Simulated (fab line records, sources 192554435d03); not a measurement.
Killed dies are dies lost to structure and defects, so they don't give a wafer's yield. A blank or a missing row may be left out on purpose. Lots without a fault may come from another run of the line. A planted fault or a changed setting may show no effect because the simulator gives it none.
fab line records | flow n5_finfet
record lots=7 wafers=39
route steps=1938 shown DUMMY_GATE@243 HKMG_FIN@402
start_h: hours from the record's first day to the start of the lot's first wafer shown | wait_h: hours since the lot's step before | " the same as in the row above | L1.1+2: a row that stands for several wafers | - no value, or no start given | * or withheld: withheld | < > ~ a bound
route shown NAME@n: a module of which the file shows steps, and the number in the route of the first | usual: mean/standard deviation of fault-free wafers | same: alike in all rows | chamber/n: place in a boat | sites: the reading at each site | _std_site: their standard deviation | _edge_site: outer sites' mean less inner sites' | radius_mm: how far each site lies from the wafer's centre | mask NAME#n: copy n | behind: the tool/chamber that last shaped the wafer | hold: why the lot was held/for how many hours/how that ended | device: the transistor (n, p or np) that didn't switch | end of line: the same wafers' tests at the end of the route | a step without rows: its recipe alone | killed: dies lost to structure and defects at the first sort, not the wafer's yield | map: a wafer's dies, x killed, . not, _ none there
set.NAME: the setting as run; set.NAME@STEP: as run at that earlier step | model.NAME: the simulator's own value behind a step, which no gauge read
lots whose settings were changed on purpose; a table a step, a row a wafer
## steps
# step N5_DUMMY_GATE_ETCH_31
# recipe chemistry=C4F6/O2 target=SiO2 mask_material=SOC target_depth_a=825 time_s=27.5 ion_energy_ev=250 pressure_mtorr=30 source_w=345 bias_w=185 Ar_flow_sccm=300 C4F6_flow_sccm=10 O2_flow_sccm=10
# columns lot.wafer tool chamber start_h wait_h set.target_depth_a model.etch.depth_nm
L074.1 rie_diel-03 1 47.05 0.0 825 80.6
L074.2 " 2 " " 747.8 75.99
L074.3 " 3 " " 825 80.24
L074.4 " 0 " " 747.8 76.44
L074.5 " 1 " " 747.8 73.51
L074.6 " 0 " " 825 84.12
L079.1 rie_diel-06 3 76.72 0.2 825 77.89
L079.2 " 1 " " 825 82.84
L079.3 " 0 " " 825 83.41
L079.4 " 2 " " 864.4 89.05
L079.5 " 2 " " 864.4 88.83
L079.6 " 1 " " 864.4 86.68
L080.1 rie_diel-02 0 81.89 0.1 825 82.47
L080.2 " 3 " " 825 81.18
L080.3 " 2 " " 825 82.07
L080.4 " 1 " " 825 84.48
L080.5 " 2 " " 825 82.63
L080.6 " 3 " " 825 80.5
L082.1 rie_diel-02 3 100.64 0.4 922.8 90.69
L082.2 " 2 " " 825 82.26
L082.3 " 1 " " 922.8 95.21
L082.4 " 3 " " 825 81.45
L082.5 " 1 " " 825 84.86
L082.6 " 2 " " 922.8 92.41
L094.1 rie_diel-02 3 169.21 0.0 825 85.61
L094.2 " 1 " " 825 84.42
L094.3 " 0 " " 754 75.87
L094.4 " 2 " " 754 76.2
L094.5 " 3 " " 754 78.54
L094.6 " 0 " " 825 83.47
L095.1 rie_diel-06 0 171.65 0.0 825 82.53
L095.4 " 3 " " 825 78.13
L095.5 " 2 " " 825 84.71
L097.1 rie_diel-02 1 184.34 0.0 825 84.23
L097.2 " 3 " " 825 85.6
L097.3 " 2 " " 825 82.67
L097.4 " 0 " " 825 82.62
L097.5 " 2 " " 825 82.59
L097.6 " 3 " " 825 85.14
# step N5_HKMG_FIN_ETCH_54
# recipe chemistry=CF4 target=SiARC target_depth_a=455 mask_material=CAR-ArF time_s=75.8 ion_energy_ev=80 pressure_mtorr=40 source_w=545 bias_w=36 Ar_flow_sccm=100 cf4_flow_sccm=100 ends=cleared
# usual rf_vpp_V=183.9/1.2
# columns lot.wafer tool chamber start_h wait_h set.bias_w rf_vpp_V
L074.1 rie_diel-01 1 72.46 0.0 36 185.9
L074.2 " 3 " " 33.27 175.6
L074.3 " 0 " " 33.27 174.6
L074.4 " 2 " " 33.27 174.8
L074.5 " 0 " " 36 183.1
L074.6 " 1 " " 36 185.3
L079.1 rie_diel-05 2 100.16 0.0 33.85 177.6
L079.2 " 0 " " 36 183.5
L079.3 " 3 " " 36 183.4
L079.4 " 1 " " 33.85 176.0
L079.5 " 2 " " 33.85 176.7
L079.6 " 1 " " 36 183.1
L080.1 rie_diel-05 3 106.38 0.0 36 180.8
L080.2 " 0 " " 29.61 163.5
L080.3 " 1 " " 36 183.2
L080.4 " 2 " " 29.61 161.0
L080.5 " 1 " " 36 183.4
L080.6 " 0 " " 29.61 162.7
L082.1 rie_diel-04 0 128.12 0.0 31.17 168.0
L082.2 " 2 " " 36 182.9
L082.3 " 1 " " 31.17 165.3
L082.4 " 3 " " 31.17 169.9
L082.5 " 0 " " 36 184.5
L082.6 " 3 " " 36 185.7
L094.1 rie_diel-01 3 193.25 0.0 36 184.4
L094.2 " 0 " " 36 184.0
L094.3 " 1 " " 33.87 178.2
L094.4 " 2 " " 33.87 175.7
L094.5 " 2 " " 36 183.9
L094.6 " 3 " " 33.87 177.7
L095.1 rie_diel-05 2 197.42 0.0 36 182.8
L095.4 " 1 " " 36 182.9
L095.5 " 2 " " 36 183.9
L097.1 rie_diel-01 0 208.68 0.0 36 184.3
L097.2 " 1 " " 36 186.6
L097.3 " 2 " " 32.16 170.0
L097.4 " 0 " " 36 183.3
L097.5 " 1 " " 32.16 171.7
L097.6 " 2 " " 32.16 171.2
# step N5_HKMG_FIN_ETCH_58
# recipe chemistry=N2/H2 target=SOC target_depth_a=2158 ion_energy_ev=50 bias_w=13 time_s=741 pressure_mtorr=30 source_w=875 n2_flow_sccm=200 h2_flow_sccm=200
# usual rf_vpp_V=99.0/0.89
# columns lot.wafer tool chamber start_h wait_h set.bias_w rf_vpp_V
L074.1 rie_diel-01 1 72.73 0.0 13 99.8
L074.2 " 3 " " 13 98.7
L074.3 " 0 " " 13 99.2
L074.4 " 2 " " 13 98.6
L074.5 " 0 " " 13 100.4
L074.6 " 1 " " 13 100.5
L079.1 rie_diel-05 2 100.42 0.0 14.66 108.5
L079.2 " 0 " " 14.66 107.3
L079.3 " 3 " " 13 96.8
L079.4 " 1 " " 13 97.5
L079.5 " 2 " " 13 98.9
L079.6 " 1 " " 14.66 105.8
L080.1 rie_diel-05 3 106.64 0.0 14.92 109.2
L080.2 " 0 " " 13 100.0
L080.3 " 1 " " 13 97.6
L080.4 " 2 " " 14.92 108.8
L080.5 " 1 " " 14.92 108.7
L080.6 " 0 " " 13 98.6
L082.1 rie_diel-04 0 128.38 0.0 10.65 86.7
L082.2 " 2 " " 13 97.2
L082.3 " 1 " " 10.65 86.1
L082.4 " 3 " " 13 98.5
L082.5 " 0 " " 10.65 86.3
L082.6 " 3 " " 13 97.6
L094.1 rie_diel-01 3 193.51 0.0 13 98.7
L094.2 " 0 " " 13 99.3
L094.3 " 1 " " 13 100.4
L094.4 " 2 " " 13 98.6
L094.5 " 2 " " 13 99.2
L094.6 " 3 " " 13 99.6
L095.1 rie_diel-05 2 197.69 0.0 13 99.8
L095.4 " 1 " " 13 98.4
L095.5 " 2 " " 13 99.9
L097.1 rie_diel-01 0 208.94 0.0 11.07 89.1
L097.2 " 1 " " 13 99.7
L097.3 " 2 " " 13 98.2
L097.4 " 0 " " 11.07 87.1
L097.5 " 1 " " 11.07 89.6
L097.6 " 2 " " 13 99.6
# step N5_HKMG_FIN_EXPOSE_09
# recipe mask_id=NWFM na=1.35 source_shape=conventional sigma_outer=0.8 polarization=unpolarized dose_mj=39.25
# columns lot.wafer tool chamber start_h wait_h mask set.dose_mj
L074.1+4+6 arfi_scanner-01 0 75.66 - NWFM#0 39.25
L074.2+3+5 " 0 " " NWFM#0 40.23
L079.1+2+3+4+5+6 arfi_scanner-02 0 103.15 - NWFM#0 39.25
L080.1+4+6 arfi_scanner-02 0 109.39 - NWFM#0 39.25
L080.2+3+5 " 0 " " NWFM#0 37.12
L082.1+2+6 arfi_scanner-02 0 131.24 - NWFM#0 41.4
L082.3+4+5 " 0 " " NWFM#0 39.25
L094.1+4+6 arfi_scanner-02 0 196.36 - NWFM#0 39.25
L094.2+3+5 " 0 " " NWFM#0 40.67
L095.1+4+5 arfi_scanner-02 0 200.64 - NWFM#0 39.25
L097.1+3+6 arfi_scanner-01 0 211.69 - NWFM#0 39.25
L097.2+4+5 " 0 " " NWFM#0 37.54
# step N5_HKMG_FIN_PEB_10
# recipe peb_temp_c=withheld peb_time_s=60 resist=CAR-ArF
# step N5_HKMG_FIN_DEVELOP_11
# recipe develop_time_s=30 developer=TMAH resist=CAR-ArF dev_temp_c=23 rinse_liquid=diw dry=air_spin
# step N5_HKMG_FIN_CD_MEAS_12
# recipe target_cd_nm=92.8 landing_energy_ev=500 detector=se_inlens
# usual cd_nm=93.1/0.81
# columns lot.wafer tool chamber start_h wait_h set.dose_mj@HKMG_FIN_EXPOSE_09 cd_nm
L074.1 cd_sem-03 0 75.78 - 39.25 93.7
L074.2 " 0 " " 40.23 95.3
L074.3 " 0 " " 40.23 95.6
L074.4 " 0 " " 39.25 93.1
L074.5 " 0 " " 40.23 95.1
L074.6 " 0 " " 39.25 93.3
L079.1 cd_sem-02 0 103.28 - 39.25 93.3
L079.2 " 0 " " 39.25 93.4
L079.3 " 0 " " 39.25 93.1
L079.4 " 0 " " 39.25 92.3
L079.5 " 0 " " 39.25 91.9
L079.6 " 0 " " 39.25 92.2
L080.1 cd_sem-03 0 109.51 - 39.25 90.4
L080.2 " 0 " " 37.12 88.6
L080.3 " 0 " " 37.12 87.2
L080.4 " 0 " " 39.25 93.0
L080.5 " 0 " " 37.12 88.9
L080.6 " 0 " " 39.25 93.2
L082.1 cd_sem-01 0 131.36 - 41.4 97.8
L082.2 " 0 " " 41.4 96.7
L082.3 " 0 " " 39.25 93.6
L082.4 " 0 " " 39.25 93.9
L082.5 " 0 " " 39.25 92.7
L082.6 " 0 " " 41.4 97.3
L094.1 cd_sem-02 0 196.48 - 39.25 93.2
L094.2 " 0 " " 40.67 95.6
L094.3 " 0 " " 40.67 94.9
L094.4 " 0 " " 39.25 93.7
L094.5 " 0 " " 40.67 96.4
L094.6 " 0 " " 39.25 93.1
L095.1 cd_sem-01 0 200.77 - 39.25 92.4
L095.4 " 0 " " 39.25 91.4
L095.5 " 0 " " 39.25 92.8
L097.1 cd_sem-02 0 211.81 - 39.25 94.9
L097.2 " 0 " " 37.54 90.6
L097.3 " 0 " " 39.25 93.5
L097.4 " 0 " " 37.54 90.7
L097.5 " 0 " " 37.54 90.6
L097.6 " 0 " " 39.25 93.3
## key
split step=N5_DUMMY_GATE_ETCH_31 setting=target_depth_a stated=825 by=wafer
response step=N5_DUMMY_GATE_ETCH_31 reading=model.etch.depth_nm change=+0.846 per=1% r=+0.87
split step=N5_HKMG_FIN_ETCH_54 setting=bias_w stated=36 by=wafer
response step=N5_HKMG_FIN_ETCH_54 reading=rf_vpp_V change=+1.19 per=1% r=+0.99
split step=N5_HKMG_FIN_ETCH_58 setting=bias_w stated=13 by=wafer
response step=N5_HKMG_FIN_ETCH_58 reading=rf_vpp_V change=+0.685 per=1% r=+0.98
split step=N5_HKMG_FIN_EXPOSE_09 setting=dose_mj stated=39.25 by=wafer
response step=N5_HKMG_FIN_CD_MEAS_12 reading=cd_nm change=+0.721 per=1% r=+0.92
